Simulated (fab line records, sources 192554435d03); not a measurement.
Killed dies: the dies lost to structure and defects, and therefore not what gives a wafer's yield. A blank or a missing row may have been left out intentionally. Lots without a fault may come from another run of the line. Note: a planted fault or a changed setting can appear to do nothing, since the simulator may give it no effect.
Chamber matching :: flow n5-finfet :: rie-diel-02 running N5_BEOL_M13_ETCH_68: 4 sister chambers
The step etches SOC in N2/H2, time 355 s. 18 wafers are shown with their chamber, then 9 later ones without.

## WAFERS PAIRED WITH THEIR CHAMBERS
wafer: L074.2
chamber: 3
showerhead-plenum-p-Torr (Torr): 2.40
throttle-valve-pct (%): 17.87
oes-product-au (a.u.): 0.73

wafer: L074.3
chamber: 2
showerhead-plenum-p-Torr (Torr): 2.50
throttle-valve-pct (%): 17.77
oes-product-au (a.u.): 0.73

wafer: L074.5
chamber: 1
showerhead-plenum-p-Torr (Torr): 2.67
throttle-valve-pct (%): 17.49
oes-product-au (a.u.): 0.82

wafer: L075.3
chamber: 3
showerhead-plenum-p-Torr (Torr): 2.40
throttle-valve-pct (%): 17.89
oes-product-au (a.u.): 0.71

wafer: L075.5
chamber: 0
showerhead-plenum-p-Torr (Torr): 2.47
throttle-valve-pct (%): 17.82
oes-product-au (a.u.): 0.80

wafer: L075.6
chamber: 1
showerhead-plenum-p-Torr (Torr): 2.66
throttle-valve-pct (%): 17.52
oes-product-au (a.u.): 0.81

wafer: L078.1
chamber: 1
showerhead-plenum-p-Torr (Torr): 2.66
throttle-valve-pct (%): 17.52
oes-product-au (a.u.): 0.82

wafer: L078.3
chamber: 3
showerhead-plenum-p-Torr (Torr): 2.40
throttle-valve-pct (%): 17.89
oes-product-au (a.u.): 0.71

wafer: L078.6
chamber: 3
showerhead-plenum-p-Torr (Torr): 2.40
throttle-valve-pct (%): 17.88
oes-product-au (a.u.): 0.72

wafer: L076.1
chamber: 1
showerhead-plenum-p-Torr (Torr): 2.66
throttle-valve-pct (%): 17.54
oes-product-au (a.u.): 0.81

wafer: L076.4
chamber: 0
showerhead-plenum-p-Torr (Torr): 2.46
throttle-valve-pct (%): 17.81
oes-product-au (a.u.): 0.79

wafer: L076.5
chamber: 1
showerhead-plenum-p-Torr (Torr): 2.66
throttle-valve-pct (%): 17.53
oes-product-au (a.u.): 0.81

wafer: L077.1
chamber: 1
showerhead-plenum-p-Torr (Torr): 2.66
throttle-valve-pct (%): 17.54
oes-product-au (a.u.): 0.80

wafer: L077.4
chamber: 2
showerhead-plenum-p-Torr (Torr): 2.50
throttle-valve-pct (%): 17.80
oes-product-au (a.u.): 0.71

wafer: L077.5
chamber: 2
showerhead-plenum-p-Torr (Torr): 2.50
throttle-valve-pct (%): 17.80
oes-product-au (a.u.): 0.71

wafer: L084.1
chamber: 1
showerhead-plenum-p-Torr (Torr): 2.65
throttle-valve-pct (%): 17.54
oes-product-au (a.u.): 0.80

wafer: L084.4
chamber: 3
showerhead-plenum-p-Torr (Torr): 2.39
throttle-valve-pct (%): 17.92
oes-product-au (a.u.): 0.70

wafer: L084.6
chamber: 3
showerhead-plenum-p-Torr (Torr): 2.39
throttle-valve-pct (%): 17.92
oes-product-au (a.u.): 0.70

SIGNATURES (means of the wafers above)
reading: showerhead-plenum-p-Torr
chamber 0: 2.4650
chamber 1: 2.6600
chamber 2: 2.5000
chamber 3: 2.3967
scatter within a chamber: 0.00523

reading: throttle-valve-pct
chamber 0: 17.8150
chamber 1: 17.5257
chamber 2: 17.7900
chamber 3: 17.8950
scatter within a chamber: 0.0185

reading: oes-product-au
chamber 0: 0.7950
chamber 1: 0.8100
chamber 2: 0.7167
chamber 3: 0.7117
scatter within a chamber: 0.01
Rule: a wafer's distance from a chamber is the root of the sum, over the readings, of the square of ((its reading less the chamber's mean) divided by the reading's scatter). If the next closest chamber is less than 2 further off than the closest, the wafer can't be placed; otherwise it belongs to the closest. The scatter: take each reading less its chamber's mean, square it, sum over the shown wafers, divide by the number of wafers less the number of chambers, and take the root.

## WAFERS WITH NO CHAMBER GIVEN
wafer: L087.1
showerhead-plenum-p-Torr (Torr): 2.65
throttle-valve-pct (%): 17.57
oes-product-au (a.u.): 0.79

wafer: L087.2
showerhead-plenum-p-Torr (Torr): 2.49
throttle-valve-pct (%): 17.84
oes-product-au (a.u.): 0.70

wafer: L087.4
showerhead-plenum-p-Torr (Torr): 2.49
throttle-valve-pct (%): 17.84
oes-product-au (a.u.): 0.70

wafer: L090.1
showerhead-plenum-p-Torr (Torr): 2.64
throttle-valve-pct (%): 17.60
oes-product-au (a.u.): 0.76

wafer: L090.3
showerhead-plenum-p-Torr (Torr): 2.70
throttle-valve-pct (%): 17.51
oes-product-au (a.u.): 0.90

wafer: L090.5
showerhead-plenum-p-Torr (Torr): 2.70
throttle-valve-pct (%): 17.52
oes-product-au (a.u.): 0.92

wafer: L095.2
showerhead-plenum-p-Torr (Torr): 2.48
throttle-valve-pct (%): 17.55
oes-product-au (a.u.): 1.01

wafer: L095.4
showerhead-plenum-p-Torr (Torr): 2.44
throttle-valve-pct (%): 17.90
oes-product-au (a.u.): 0.74

wafer: L095.5
showerhead-plenum-p-Torr (Torr): 2.44
throttle-valve-pct (%): 17.89
oes-product-au (a.u.): 0.74

## CHAMBER TAKEN BY EACH
wafer: L087.1
from the rows above: 1
in truth: 1

wafer: L087.2
from the rows above: 2
in truth: 2

wafer: L087.4
from the rows above: 2
in truth: 2

wafer: L090.1
from the rows above: 1
in truth: 1

wafer: L090.3
from the rows above: 1
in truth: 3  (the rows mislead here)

wafer: L090.5
from the rows above: 1
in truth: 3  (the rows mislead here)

wafer: L095.2
from the rows above: 0
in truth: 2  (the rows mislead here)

wafer: L095.4
from the rows above: can't be placed: 0 or 3
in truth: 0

wafer: L095.5
from the rows above: can't be placed: 0 or 3
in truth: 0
4 of 9 placed correctly. Unplaceable from these rows: 2, with the true chamber sitting among the candidates in 2. Wrongly placed: 3.
